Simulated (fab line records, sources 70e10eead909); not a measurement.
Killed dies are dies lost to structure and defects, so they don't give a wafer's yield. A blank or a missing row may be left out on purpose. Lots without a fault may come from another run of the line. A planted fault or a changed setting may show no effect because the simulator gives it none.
fab line records | flow nand_harc
record lots=24 wafers=72 last_day=25
route steps=1159 shown P_BONDPAD@386 A_CHANNEL_HOLE_D1@465 A_CHANNEL_FILL_D1@500
lots that met no fault: from a run of the same line without faults
start_h: hours from the record's first day to the start of the lot's first wafer shown | wait_h: hours since the lot's step before | " the same as in the row above | L1.1+2: a row that stands for several wafers | - no value, or no start given | * or withheld: withheld | < > ~ a bound
route shown NAME@n: a module of which the file shows steps, and the number in the route of the first | usual: mean/standard deviation of fault-free wafers | same: alike in all rows | chamber/n: place in a boat | sites: the reading at each site | _std_site: their standard deviation | _edge_site: outer sites' mean less inner sites' | radius_mm: how far each site lies from the wafer's centre | mask NAME#n: copy n | behind: the tool/chamber that last shaped the wafer | hold: why the lot was held/for how many hours/how that ended | device: the transistor (n, p or np) that didn't switch | end of line: the same wafers' tests at the end of the route | a step without rows: its recipe alone | killed: dies lost to structure and defects at the first sort, not the wafer's yield | map: a wafer's dies, x killed, . not, _ none there
set.NAME: the setting as run; set.NAME@STEP: as run at that earlier step | model.NAME: the simulator's own value behind a step, which no gauge read
steps of the route over a sample of lots; a table a step, a row a wafer
services: from which hour (start_h, from the record's first day; less than 0 if before it) a tool's chamber was out of use, for how many hours, and why
## steps
# step NHARC_P_BONDPAD_ACTIVATE_29
# recipe time_s=60 n2_flow_sccm=200 ar_flow_sccm=0 bias_power_w=0 chemistry=N2
# usual drypump_motor_current_A=5.8/0.59 oes_product_au=1.008/0.015 rf_vpp_V=64.2/1 showerhead_plenum_p_Torr=1.76/0.083
# same bias_power_w=0
# columns lot.wafer tool chamber start_h wait_h drypump_motor_current_A oes_product_au rf_hours_counter_h rf_vpp_V showerhead_plenum_p_Torr
L075.3 rie_diel-06 1 137.90 0.1 5.7 0.998 7 65.2 1.82
L075.6 " 2 " " 6.6 1.001 - 62.6 1.66
L075.5 " 0 " " 5.0 1.029 - 63.3 1.67
L074.3 rie_diel-06 2 143.72 0.1 6.5 1.014 7 62.7 1.66
L074.6 " 1 " " 5.7 1.000 - 63.8 1.82
L074.4 " 0 " " 5.0 1.009 - 62.1 1.67
L076.1 rie_diel-06 0 148.75 0.1 5.0 1.006 8 63.0 1.67
L076.2 " 1 " " 5.7 0.994 7 65.8 1.82
L076.5 " 1 " " 5.7 0.992 - 63.9 1.82
L077.3 rie_diel-06 0 149.29 0.1 5.0 1.021 8 63.1 1.67
L077.4 " 1 " " 5.7 0.992 8 64.0 1.82
L077.2 " 2 " " 6.6 1.023 7 62.8 1.66
L079.1 rie_diel-08 1 155.31 0.1 6.1 1.007 9 63.7 1.73
L079.6 " 0 " " 6.2 1.032 - 64.3 1.78
L079.5 " 1 " " 6.0 1.010 - 63.6 1.73
L078.2 rie_diel-08 0 156.20 0.1 6.2 1.019 8 62.4 1.78
L078.4 " 2 " " 6.2 1.014 7 64.6 1.81
L078.5 " 0 " " 6.2 1.025 - 64.6 1.78
L080.2 rie_diel-06 2 169.20 0.1 6.5 1.028 10 63.6 1.66
L080.1 " 3 " " 5.2 0.991 9 63.9 1.85
L080.3 " 1 " " 5.7 1.004 8 64.0 1.82
L081.3 rie_diel-06 2 183.51 0.1 6.5 1.028 11 63.0 1.66
L081.1 " 1 " " 5.7 0.991 10 63.4 1.82
L081.6 " 2 " " 6.5 1.023 - 64.1 1.66
L082.1 rie_diel-08 2 184.23 0.1 6.2 1.017 17 64.6 1.81
L082.3 " 3 " " 6.5 1.040 17 65.2 1.69
L082.6 " 3 " " 6.5 1.040 - 63.2 1.69
L083.4 rie_diel-06 1 185.51 0.1 5.6 0.989 10 63.5 1.82
L083.2 " 2 " " 6.5 1.020 11 66.0 1.66
L083.6 " 3 " " 5.2 1.011 - 64.0 1.85
L084.4 rie_diel-08 1 190.32 0.1 6.0 1.014 20 64.6 1.72
L084.1 " 3 " " 6.5 1.031 18 64.9 1.69
L084.5 " 0 " " 6.2 1.019 - 64.0 1.78
L089.3 rie_diel-08 1 211.47 0.1 6.1 1.020 28 63.4 1.72
L089.2 " 3 " " 6.5 1.019 26 63.1 1.69
L089.6 " 2 " " 6.2 1.017 - 63.1 1.81
L086.3 rie_diel-06 3 212.70 0.1 5.2 1.008 13 65.1 1.85
L086.1 " 0 " " 5.0 1.008 16 62.5 1.67
L086.5 " 0 " " 5.0 1.020 - 63.1 1.67
L085.1 rie_diel-06 0 214.09 0.1 5.0 1.014 16 63.8 1.67
L085.2 " 1 " " 5.7 0.989 14 63.6 1.82
L085.4 " 2 " " 6.6 1.014 15 63.2 1.66
L088.3 rie_diel-06 3 219.22 0.1 5.2 1.010 14 65.2 1.85
L088.1 " 1 " " 5.6 0.982 14 64.3 1.82
L088.5 " 0 " " 5.0 1.017 - 63.9 1.67
L087.3 rie_diel-06 0 219.31 0.1 5.0 1.023 16 62.7 1.67
L087.6 " 3 " " 5.2 0.998 - 65.5 1.85
L087.5 " 0 " " 5.0 1.009 - 62.7 1.67
L090.1 rie_diel-01 3 227.71 0.1 5.0 0.996 22 64.3 1.85
L090.2 " 0 " " 5.8 0.982 28 63.9 1.63
L090.6 " 2 " " 6.3 0.972 - 65.3 1.88
L091.2 rie_diel-06 1 232.66 0.1 5.7 0.994 15 64.7 1.82
L091.3 " 3 " " 5.2 1.007 15 66.0 1.85
L091.4 " 0 " " 5.0 1.019 18 63.9 1.67
L092.4 rie_diel-01 0 242.94 0.4 5.9 1.005 33 64.3 1.63
L092.6 " 3 " " 5.1 0.989 - 64.1 1.85
L092.5 " 0 " " 5.8 0.990 - 64.7 1.63
L094.2 rie_diel-01 2 243.18 0.1 6.3 0.984 32 65.2 1.88
L094.1 " 3 " " 5.1 0.994 27 64.9 1.85
L094.3 " 1 " " 5.2 0.987 33 65.3 1.91
L093.3 rie_diel-08 2 244.70 0.1 6.2 1.013 41 66.1 1.80
L093.4 " 0 " " 6.2 1.011 41 64.2 1.77
L093.5 " 3 " " 6.5 1.028 - 63.8 1.69
L095.4 rie_diel-08 0 257.03 0.1 6.2 1.020 46 65.9 1.77
L095.2 " 1 " " 6.0 1.010 49 65.0 1.71
L095.6 " 3 " " 6.5 1.030 - 62.6 1.69
L096.4 rie_diel-06 3 257.25 0.1 5.2 1.012 1 63.5 1.85
L096.2 " 0 " " 5.0 1.007 1 62.6 1.66
L096.3 " 1 " " 5.7 1.016 1 64.6 1.82
L097.3 rie_diel-06 1 273.79 0.1 5.7 1.010 2 64.3 1.81
L097.2 " 2 " " 6.6 1.024 2 64.1 1.66
L097.6 " 0 " " 5.0 1.011 - 64.0 1.66
# step NHARC_A_CHANNEL_HOLE_D1_DESCUM_15
# recipe time_s=3 o2_flow_sccm=200 ar_flow_sccm=0 bias_power_w=0 chemistry=O2
# usual drypump_motor_current_A=5.8/0.34 oes_product_au=0.999/0.0097 rf_vpp_V=57.8/0.88 showerhead_plenum_p_Torr=1.91/0.09 throttle_valve_pct=11.312/0.0089
# same bias_power_w=0
# columns lot.wafer tool chamber start_h wait_h drypump_motor_current_A oes_product_au rf_hours_counter_h rf_vpp_V showerhead_plenum_p_Torr throttle_valve_pct
L075.3 rie_diel-07 2 181.08 0.1 6.1 0.999 7 58.3 1.97 11.312
L075.5 " 1 " " 5.3 1.004 - 57.1 1.85 11.302
L075.6 " 2 " " 6.1 1.007 - 57.3 1.97 11.315
L074.3 rie_diel-02 2 185.84 0.1 6.3 1.007 2 57.5 1.91 11.326
L074.4 " 3 " " 5.8 0.988 2 58.5 2.04 11.324
L074.6 " 1 " " 5.6 0.997 - 57.7 1.79 11.305
L077.4 rie_diel-05 0 186.01 0.1 5.2 0.988 0 58.2 1.97 11.316
L077.2 " 1 " " 5.7 1.014 0 56.9 1.80 11.319
L077.3 " 2 " " 5.5 0.998 0 58.3 2.01 11.311
L076.2 rie_diel-07 2 186.16 0.1 6.1 1.001 8 58.4 1.97 11.325
L076.1 " 0 " " 5.6 1.013 9 57.0 1.93 11.310
L076.5 " 3 " " 6.3 1.015 - 59.0 1.90 11.320
L079.1 rie_diel-02 1 194.67 0.1 5.6 1.009 2 56.9 1.79 11.321
L079.5 " 0 " " 5.6 0.996 - 57.4 1.94 11.318
L079.6 " 3 " " 5.8 0.987 - 57.6 2.04 11.300
L078.4 rie_diel-05 1 194.84 0.1 5.7 1.012 2 56.5 1.80 11.309
L078.2 " 0 " " 5.2 1.001 1 58.3 1.97 11.317
L078.5 " 2 " " 5.5 1.010 - 58.0 2.01 11.317
L080.2 rie_diel-02 1 212.15 0.1 5.6 1.004 4 56.6 1.79 11.315
L080.1 " 3 " " 5.8 0.996 4 58.5 2.04 11.312
L080.3 " 1 " " 5.6 1.016 - 55.7 1.79 11.294
L081.3 rie_diel-05 2 227.11 0.1 5.5 1.015 4 57.7 2.01 11.297
L081.1 " 3 " " 6.2 0.986 4 59.1 1.82 11.309
L081.6 " 2 " " 5.5 1.004 - 57.4 2.01 11.298
L082.1 rie_diel-02 1 227.30 0.1 5.6 1.001 6 57.4 1.78 11.318
L082.3 " 2 " " 6.3 0.992 3 58.5 1.91 11.311
L082.6 " 2 " " 6.3 0.998 - 57.5 1.91 11.309
L083.4 rie_diel-05 3 229.12 0.1 6.1 0.982 4 57.5 1.82 11.309
L083.2 " 0 " " 5.3 0.989 4 59.7 1.97 11.308
L083.6 " 2 " " 5.5 1.004 - 58.2 2.01 11.319
L084.1 rie_diel-02 2 229.27 0.1 6.3 1.003 4 56.8 1.91 11.333
L084.5 " 2 " " 6.3 1.007 - 57.9 1.91 11.292
L084.4 " 3 " " 5.8 0.993 - 58.2 2.04 11.330
L085.2 rie_diel-02 3 252.02 0.1 5.8 0.990 8 59.3 2.04 11.306
L085.1 " 1 " " 5.6 0.996 8 56.8 1.78 11.293
L085.4 " 2 " " 6.3 0.993 - 58.0 1.91 11.305
L089.3 rie_diel-07 3 252.79 0.1 6.3 0.995 1 57.1 1.90 11.325
L089.2 " 1 " " 5.3 0.997 1 57.0 1.85 11.318
L089.6 " 3 " " 6.3 1.012 - 59.2 1.90 11.303
L086.3 rie_diel-05 1 253.80 0.1 5.7 0.999 6 56.8 1.80 11.320
L086.1 " 2 " " 5.5 0.999 6 57.5 2.01 11.306
L086.5 " 0 " " 5.2 0.984 - 58.3 1.97 11.301
L088.3 rie_diel-02 2 260.67 0.1 6.3 0.998 6 56.5 1.91 11.318
L088.1 " 3 " " 5.8 0.994 9 57.8 2.04 11.311
L088.5 " 1 " " 5.6 1.007 - 56.6 1.78 11.317
L087.3 rie_diel-05 2 261.64 0.1 5.5 1.005 7 58.1 2.01 11.308
L087.6 " 2 " " 5.5 1.007 - 56.8 2.01 11.303
L087.5 " 3 " " 6.1 0.987 - 57.3 1.82 11.314
L090.2 rie_diel-02 3 269.57 0.1 5.8 0.995 10 58.2 2.04 11.295
L090.1 " 1 " " 5.6 1.010 10 57.4 1.78 11.314
L090.6 " 2 " " 6.3 1.007 - 60.0 1.91 11.321
L091.4 rie_diel-07 2 277.82 0.1 6.1 1.012 3 58.9 1.97 11.299
L091.2 " 3 " " 6.3 1.003 3 57.3 1.90 11.302
L091.3 " 1 " " 5.3 1.003 2 58.5 1.85 11.319
L092.4 rie_diel-02 1 286.29 0.1 5.6 1.004 11 57.7 1.78 11.303
L092.5 " 2 " " 6.3 0.992 - 58.9 1.91 11.308
L092.6 " 3 " " 5.8 0.987 - 57.6 2.04 11.318
L094.3 rie_diel-07 0 287.47 0.1 5.6 1.018 3 59.1 1.92 11.323
L094.2 " 1 " " 5.3 1.004 3 57.8 1.85 11.307
L094.1 " 2 " " 6.1 1.007 3 58.5 1.97 11.303
L093.3 rie_diel-05 3 288.11 0.1 6.1 0.986 9 58.5 1.82 11.305
L093.4 " 0 " " 5.3 0.995 8 59.8 1.97 11.323
L093.5 " 0 " " 5.2 0.995 - 57.1 1.97 11.306
L096.3 rie_diel-05 0 296.07 0.1 5.2 1.007 9 58.5 1.97 11.309
L096.2 " 1 " " 5.7 1.000 10 56.5 1.80 11.316
L096.4 " 3 " " 6.1 0.981 10 56.9 1.82 11.304
L095.2 rie_diel-02 3 296.71 0.1 5.8 0.995 12 59.6 2.04 11.307
L095.6 " 2 " " 6.3 1.011 - 57.4 1.91 11.309
L095.4 " 0 " " 5.6 1.003 - 58.8 1.94 11.314
L097.2 rie_diel-05 3 319.96 0.1 6.1 0.986 11 57.5 1.82 11.321
L097.3 " 0 " " 5.2 0.986 11 57.6 1.97 11.312
L097.6 " 3 " " 6.1 0.983 - 58.2 1.82 11.306
# step NHARC_A_CHANNEL_HOLE_D1_ETCH_16
# recipe target_depth_a=31000 over_etch_frac=0.3 time_s=806 ion_energy_ev=150 o2_flow_sccm=400 cos_flow_sccm=20 ar_flow_sccm=0 rf_w=500 bias_w=300 chemistry=O2/COS
# usual drypump_motor_current_A=5.8/0.33 oes_product_au=0.998/0.0097 rf_vpp_V=314.2/2 showerhead_plenum_p_Torr=3.12/0.14 throttle_valve_pct=28.330/0.009
# same over_etch_frac=0.3
# columns lot.wafer tool chamber start_h wait_h drypump_motor_current_A oes_product_au rf_hours_counter_h rf_vpp_V showerhead_plenum_p_Torr throttle_valve_pct
L075.3 rie_diel-07 0 - - 5.5 1.002 9 315.2 3.14 28.322
L075.6 " 3 " " 6.3 0.991 - 315.7 3.10 28.330
L075.5 " 0 " " 5.6 1.003 - 314.2 3.14 28.337
L074.3 rie_diel-02 1 - - 5.6 1.011 2 312.4 2.93 28.332
L074.4 " 2 " " 6.3 1.011 2 314.6 3.12 28.337
L074.6 " 1 " " 5.6 1.019 - 311.2 2.93 28.336
L077.4 rie_diel-05 1 - - 5.7 1.004 1 313.0 2.94 28.317
L077.3 " 3 " " 6.1 0.973 1 314.4 2.98 28.330
L077.2 " 0 " " 5.2 0.983 1 316.9 3.21 28.328
L076.2 rie_diel-07 3 - - 6.4 1.001 9 314.6 3.10 28.354
L076.1 " 1 " " 5.4 1.018 9 313.2 3.03 28.316
L076.5 " 3 " " 6.3 1.008 - 314.1 3.10 28.333
L079.1 rie_diel-02 3 - - 5.8 0.985 3 316.1 3.32 28.324
L079.6 " 3 " " 5.8 0.987 - 317.8 3.32 28.335
L079.5 " 1 " " 5.6 1.022 - 311.6 2.92 28.333
L078.4 rie_diel-05 2 - - 5.5 1.000 2 316.6 3.28 28.311
L078.2 " 3 " " 6.1 0.988 2 313.9 2.98 28.333
L078.5 " 3 " " 6.2 0.984 - 311.3 2.98 28.325
L080.1 rie_diel-02 1 212.95 0.1 5.6 1.008 5 311.0 2.92 28.327
L080.2 " 3 " " 5.8 0.987 5 317.1 3.32 28.328
L080.3 " 3 " " 5.8 0.986 - 317.3 3.32 28.322
L081.3 rie_diel-05 3 - - 6.1 0.980 4 313.1 2.98 28.339
L081.1 " 0 " " 5.3 0.987 4 316.1 3.21 28.346
L081.6 " 3 " " 6.1 0.988 - 311.4 2.98 28.318
L082.3 rie_diel-02 3 - - 5.8 0.998 7 316.1 3.32 28.345
L082.1 " 1 " " 5.6 1.006 7 312.6 2.92 28.314
L082.6 " 3 " " 5.8 0.996 - 318.4 3.32 28.335
L083.2 rie_diel-05 2 - - 5.5 0.999 5 315.3 3.27 28.340
L083.4 " 1 " " 5.7 0.999 5 311.0 2.94 28.339
L083.6 " 3 " " 6.1 0.981 - 313.4 2.98 28.331
L084.1 rie_diel-02 1 - - 5.6 1.001 7 311.7 2.92 28.327
L084.5 " 2 " " 6.3 0.997 - 314.7 3.12 28.329
L084.4 " 3 " " 5.8 1.004 - 318.2 3.32 28.336
L085.1 rie_diel-02 3 - - 5.8 1.007 9 317.0 3.32 28.321
L085.2 " 1 " " 5.6 0.998 9 310.0 2.92 28.348
L085.4 " 3 " " 5.8 0.996 - 315.3 3.32 28.330
L089.3 rie_diel-07 3 - - 6.3 1.011 1 314.6 3.10 28.335
L089.2 " 1 " " 5.4 1.002 1 313.6 3.02 28.339
L089.6 " 3 " " 6.3 1.014 - 315.0 3.10 28.336
L086.1 rie_diel-05 3 - - 6.2 0.992 7 311.9 2.98 28.331
L086.3 " 0 " " 5.3 0.988 6 314.8 3.21 28.333
L086.5 " 3 " " 6.1 0.985 - 312.0 2.98 28.326
L088.3 rie_diel-02 1 - - 5.6 0.995 10 312.5 2.92 28.335
L088.1 " 3 " " 5.8 0.999 10 316.6 3.32 28.332
L088.5 " 3 " " 5.8 0.992 - 316.9 3.32 28.341
L087.3 rie_diel-05 2 - - 5.5 1.002 7 315.3 3.27 28.317
L087.5 " 0 " " 5.2 0.990 - 314.7 3.21 28.327
L087.6 " 1 " " 5.7 0.985 - 312.0 2.94 28.323
L090.2 rie_diel-02 1 - - 5.6 0.988 11 312.0 2.92 28.337
L090.1 " 3 " " 5.8 0.985 11 316.1 3.32 28.334
L090.6 " 2 " " 6.3 0.985 - 315.4 3.11 28.340
L091.4 rie_diel-07 1 - - 5.4 1.012 2 313.4 3.02 28.328
L091.2 " 2 " " 6.1 1.006 3 316.0 3.20 28.332
L091.3 " 3 " " 6.3 0.998 3 314.0 3.09 28.329
L092.4 rie_diel-02 1 - - 5.6 0.992 12 311.8 2.92 28.335
L092.6 " 1 " " 5.6 1.000 - 311.0 2.92 28.323
L092.5 " 2 " " 6.3 0.999 - 312.6 3.11 28.328
L094.3 rie_diel-07 2 - - 6.1 1.001 4 316.7 3.20 28.331
L094.2 " 0 " " 5.6 1.010 3 312.2 3.14 28.337
L094.1 " 1 " " 5.4 1.002 3 312.5 3.02 28.320
L093.3 rie_diel-05 1 - - 5.7 1.000 9 311.1 2.94 28.344
L093.4 " 2 " " 5.6 1.008 9 315.8 3.27 28.325
L093.5 " 1 " " 5.7 1.005 - 311.6 2.94 28.330
L096.3 rie_diel-05 3 - - 6.2 0.981 10 311.9 2.98 28.335
L096.4 " 1 " " 5.7 0.993 10 311.8 2.94 28.326
L096.2 " 2 " " 5.6 1.006 10 315.6 3.27 28.326
L095.2 rie_diel-02 2 - - 6.3 1.005 10 314.7 3.11 28.301
L095.6 " 3 " " 5.8 1.000 - 317.1 3.32 28.324
L095.4 " 2 " " 6.3 0.991 - 312.7 3.11 28.333
L097.2 rie_diel-05 1 - - 5.7 0.999 12 312.3 2.94 28.316
L097.3 " 3 " " 6.1 0.986 11 313.2 2.97 28.318
L097.6 " 1 " " 5.7 1.007 - 312.3 2.94 28.333
# step NHARC_A_CHANNEL_HOLE_D1_INSPECT_40
# usual raw_defect_count=57/15
# columns lot.wafer tool chamber start_h wait_h raw_defect_count
L075.3 defect_inspect-01 - 187.97 - 60
L075.5 " - " " 59
L075.6 " - " " 65
L074.3 defect_inspect-01 - 192.72 - 44
L074.4 " - " " 49
L074.6 " - " " 47
L077.2 defect_inspect-02 - 193.01 - 71
L077.3 " - " " 53
L077.4 " - " " 51
L076.1 defect_inspect-02 - 196.91 - 23
L076.2 " - " " 46
L076.5 " - " " 36
L079.1 defect_inspect-02 - 201.76 - 44
L079.5 " - " " 59
L079.6 " - " " 73
L078.2 defect_inspect-01 - 202.16 - 56
L078.4 " - " " 83
L078.5 " - " " 35
L080.1 defect_inspect-02 - 220.14 - 40
L080.2 " - " " 64
L080.3 " - " " 75
L081.1 defect_inspect-01 - 234.00 - 40
L081.3 " - " " 55
L081.6 " - " " 45
L082.1 defect_inspect-02 - 234.62 - 51
L082.3 " - " " 40
L082.6 " - " " 36
L083.2 defect_inspect-01 - 238.15 - 97
L083.4 " - " " 77
L083.6 " - " " 71
L084.1 defect_inspect-01 - 238.72 - 37
L084.4 " - " " 58
L084.5 " - " " 36
L085.1 defect_inspect-01 - 259.16 - 40
L085.2 " - " " 34
L085.4 " - " " 50
L089.2 defect_inspect-01 - 259.83 - 70
L089.3 " - " " 77
L089.6 " - " " 60
L086.1 defect_inspect-01 - 263.30 - 58
L086.3 " - " " 49
L086.5 " - " " 54
L088.1 defect_inspect-01 - 267.76 - 95
L088.3 " - " " 74
L088.5 " - " " 46
L087.3 defect_inspect-01 - 268.53 - 59
L087.5 " - " " 56
L087.6 " - " " 40
L090.1 defect_inspect-02 - 276.81 - 60
L090.2 " - " " 66
L090.6 " - " " 49
L091.2 defect_inspect-02 - 284.71 - 66
L091.3 " - " " 62
L091.4 " - " " 56
L092.4 defect_inspect-01 - 293.16 - 65
L092.5 " - " " 76
L092.6 " - " " 49
L094.1 defect_inspect-02 - 294.53 - 34
L094.2 " - " " 46
L094.3 " - " " 54
L093.3 defect_inspect-01 - 297.47 - 88
L093.4 " - " " 64
L093.5 " - " " 73
L096.2 defect_inspect-01 - 302.96 - 93
L096.3 " - " " 88
L096.4 " - " " 80
L095.2 defect_inspect-01 - 303.96 - 34
L095.4 " - " " 49
L095.6 " - " " 57
L097.2 defect_inspect-01 - 327.67 - 51
L097.3 " - " " 47
L097.6 " - " " 49
# step NHARC_A_CHANNEL_FILL_D1_ETCHBACK_20
# recipe target_depth_a=270 time_s=13.5 c4f8_flow_sccm=withheld o2_flow_sccm=8 ar_flow_sccm=withheld rf_w=600 bias_w=1500 chemistry=C4F8/O2/Ar
# usual oes_product_au=0.96/0.038 rf_vpp_V=979/6.9
# columns lot.wafer tool chamber start_h wait_h oes_product_au rf_hours_counter_h rf_vpp_V
L075.3 rie_diel-12 1 212.20 - 1.01 0 974
L075.6 " 1 " " 1.01 - 974
L075.5 " 2 " " 1.02 - 976
L074.4 rie_diel-12 2 216.91 - 1.01 0 975
L074.3 " 3 " " 0.99 0 990
L074.6 " 2 " " 1.01 - 975
L077.2 rie_diel-10 2 216.94 - 0.98 1 975
L077.3 " 0 " " 1.01 1 970
L077.4 " 0 " " 1.01 - 970
L076.2 rie_diel-13 3 222.05 - 0.93 24 968
L076.1 " 0 " " 0.95 22 974
L076.5 " 3 " " 0.93 - 969
L078.2 rie_diel-10 3 226.44 - 1.00 2 984
L078.4 " 1 " " 0.98 0 987
L078.5 " 0 " " 1.01 - 968
L079.1 rie_diel-12 0 226.46 - 1.01 0 983
L079.6 " 1 " " 1.00 - 975
L079.5 " 2 " " 1.02 - 977
L080.3 rie_diel-10 0 246.05 - 1.01 3 969
L080.1 " 1 " " 0.98 1 985
L080.2 " 2 " " 0.97 2 975
L081.1 rie_diel-13 1 259.95 - 0.92 28 985
L081.3 " 2 " " 0.92 32 967
L081.6 " 3 " " 0.94 - 967
L082.3 rie_diel-10 2 259.95 - 0.90 3 975
L082.1 " 3 " " 0.92 3 984
L082.6 " 0 " " 0.94 - 970
L083.2 rie_diel-10 3 265.06 - 0.96 3 983
L083.4 " 1 " " 0.97 2 987
L083.6 " 3 " " 0.97 - 986
L084.1 rie_diel-12 3 265.09 - 0.99 1 989
L084.4 " 3 " " 0.99 - 989
L084.5 " 0 " " 0.99 - 983
L089.3 rie_diel-12 1 283.45 - 1.01 1 974
L089.2 " 0 " " 0.98 2 981
L089.6 " 1 " " 1.01 - 975
L085.4 rie_diel-10 2 283.52 - 0.91 4 976
L085.1 " 3 " " 0.92 4 984
L085.2 " 1 " " 0.91 2 986
L086.3 rie_diel-12 3 288.25 - 0.93 2 988
L086.1 " 0 " " 0.93 2 983
L086.5 " 3 " " 0.93 - 988
L087.3 rie_diel-10 1 292.09 - 1.00 2 986
L087.5 " 0 " " 0.94 - 968
L087.6 " 1 " " 0.99 - 988
L088.3 rie_diel-12 1 292.09 - 1.00 2 975
L088.1 " 3 " " 1.00 2 988
L088.5 " 3 " " 1.00 - 987
L090.2 rie_diel-10 3 302.50 - 0.92 5 984
L090.1 " 1 " " 1.00 3 986
L090.6 " 3 " " 0.93 - 984
L091.4 rie_diel-10 2 309.42 - 0.92 5 975
L091.3 " 0 " " 0.92 5 970
L091.2 " 1 " " 0.93 4 986
L094.1 rie_diel-10 1 317.48 - 0.93 4 986
L094.2 " 2 " " 0.92 5 975
L094.3 " 3 " " 0.93 5 984
L092.4 rie_diel-12 3 317.51 - 0.93 3 988
L092.5 " 0 " " 0.90 - 982
L092.6 " 1 " " 0.91 - 975
L093.3 rie_diel-10 0 324.03 - 0.93 5 970
L093.4 " 2 " " 0.92 5 974
L093.5 " 1 " " 0.91 - 986
L096.2 rie_diel-12 0 327.38 - 0.91 3 983
L096.3 " 2 " " 0.93 2 976
L096.4 " 0 " " 0.91 - 984
L095.4 rie_diel-13 2 327.39 - 0.99 10 969
L095.2 " 3 " " 1.01 8 967
L095.6 " 3 " " 1.00 - 968
L097.3 rie_diel-12 0 352.21 - 0.92 4 981
L097.2 " 1 " " 0.93 3 974
L097.6 " 0 " " 0.91 - 983
# step NHARC_A_CHANNEL_FILL_D1_ALD_25
# recipe target_thk_a=600 pulse_time_s=10 ald_cycles=600 temp_c=300 material=SiOx
# usual heater_power_outer_w=265/21 heater_power_w=466/37 precursor_pulse_height_rel=1.001/0.021
# same ald_cycles=600
# columns lot.wafer tool chamber start_h wait_h heater_power_outer_w heater_power_w precursor_pulse_height_rel
L074.4 ald_hk-02 0 225.71 0.0 245 417 0.965
L074.3 " 2 226.93 1.3 244 456 1.051
L074.6 " 0 228.16 2.5 247 440 0.986
L075.3 ald_hk-03 2 226.95 1.3 285 477 0.959
L075.6 " 0 228.20 2.5 266 437 0.974
L075.5 " 1 " " 259 440 1.037
L077.2 ald_hk-04 3 228.58 0.1 252 480 1.021
L077.3 " 0 " " 258 432 0.978
L077.4 " 1 " " 291 531 1.017
L076.1 ald_hk-04 3 235.99 1.9 251 465 1.000
L076.2 " 1 237.21 3.1 290 526 0.967
L076.5 " 2 " " 310 537 0.993
L078.4 ald_hk-03 2 238.08 0.0 285 480 0.996
L078.2 " 0 239.30 1.3 272 446 1.006
L078.5 " 3 241.13 3.1 241 402 0.999
L079.1 ald_hk-04 0 240.27 2.2 247 429 0.962
L079.6 " 2 241.52 3.5 306 521 0.985
L079.5 " 3 " " 250 466 1.012
L080.3 ald_hk-02 3 258.87 0.0 285 499 1.004
L080.2 " 0 260.09 1.3 247 441 0.969
L080.1 " 1 261.31 2.5 264 469 0.987
L081.3 ald_hk-02 0 272.17 0.7 250 438 0.992
L081.1 " 1 " " 265 472 1.025
L081.6 " 0 274.63 3.1 244 445 0.995
L082.3 ald_hk-03 1 272.79 1.3 258 442 0.998
L082.1 " 2 " " 289 471 1.010
L082.6 " 0 274.64 3.1 269 445 1.020
L083.4 ald_hk-02 1 276.85 0.0 260 472 0.976
L083.2 " 3 278.09 1.3 273 485 0.987
L083.6 " 1 279.32 2.5 266 482 1.015
L084.1 ald_hk-03 2 278.07 1.3 287 489 1.010
L084.4 " 3 " " 242 410 1.026
L084.5 " 1 279.90 3.1 259 441 1.016
L089.2 ald_hk-03 2 295.29 0.1 289 487 1.010
L089.3 " 1 297.13 1.9 265 449 1.024
L089.6 " 2 " " 284 483 0.994
L085.4 ald_hk-04 0 295.30 0.1 250 421 0.983
L085.2 " 1 " " 293 526 0.981
L085.1 " 3 297.14 1.9 245 471 1.046
L086.3 ald_hk-02 1 300.65 0.7 272 466 0.991
L086.1 " 2 " " 235 433 0.963
L086.5 " 1 303.05 3.1 258 469 1.000
L088.1 ald_hk-02 1 303.68 0.1 263 470 1.018
L088.3 " 2 304.92 1.3 245 431 1.026
L088.5 " 2 309.87 6.2 240 437 1.020
L087.3 ald_hk-04 3 304.27 0.7 252 473 1.026
L087.5 " 2 306.11 2.5 314 519 1.009
L087.6 " 3 " " 251 480 0.995
L090.1 ald_hk-02 2 317.29 0.7 236 436 0.998
L090.2 " 3 " " 269 472 0.990
L090.6 " 2 319.74 3.1 240 437 1.024
L091.2 ald_hk-03 2 322.10 0.7 282 460 1.030
L091.3 " 3 " " 244 403 1.016
L091.4 " 0 " " 264 432 1.003
L094.3 ald_hk-02 2 329.39 0.0 247 448 1.018
L094.1 " 3 " " 262 483 0.969
L094.2 " 1 331.25 1.9 258 485 0.992
L092.4 ald_hk-04 3 330.63 1.3 248 467 0.991
L092.6 " 1 331.86 2.5 296 542 0.979
L092.5 " 2 " " 310 528 1.012
L093.4 ald_hk-03 3 337.27 1.3 245 425 1.040
L093.3 " 0 " " 277 463 1.002
L093.5 " 1 " " 230 409 0.977
L096.4 ald_hk-03 0 340.43 0.0 277 464 0.983
L096.3 " 2 341.68 1.3 283 487 1.035
L096.2 " 3 " " 252 419 1.004
L095.2 ald_hk-04 2 341.67 1.3 320 540 1.012
L095.4 " 3 " " 253 466 1.003
L095.6 " 1 343.51 3.1 292 530 0.998
L097.3 ald_hk-02 1 365.28 1.3 258 471 0.992
L097.2 " 2 " " 239 434 1.016
L097.6 " 3 " " 268 490 1.002
## services
# columns tool chamber start_h hours kind
rie_diel-06 3 126.06 19.5 repair
rie_diel-07 2 126.34 4.1 repair
rie_diel-02 - 150.70 9.0 pm
rie_diel-05 - 163.60 9.0 pm
rie_diel-10 - 176.52 9.0 pm
rie_diel-02 2 193.43 27.5 repair
rie_diel-02 0 196.45 85.4 repair
rie_diel-10 1 197.07 26.2 repair
rie_diel-12 - 202.41 9.0 pm
rie_diel-12 1 217.54 5.7 repair
rie_diel-07 - 228.23 9.0 pm
rie_diel-06 1 239.98 4.3 repair
rie_diel-06 - 241.20 9.0 pm
rie_diel-06 3 286.35 11.5 repair
rie_diel-02 1 291.96 16.8 repair
rie_diel-05 2 303.04 4.6 repair
rie_diel-02 - 314.88 0.8 repair
rie_diel-02 0 323.66 13.6 repair
rie_diel-02 - 327.70 9.0 pm
rie_diel-05 - 340.60 9.0 pm
rie_diel-05 - 351.55 0.5 repair
rie_diel-10 - 353.52 9.0 pm
rie_diel-02 - 356.50 0.2 repair
rie_diel-02 3 364.12 8.5 repair
## key
fault none
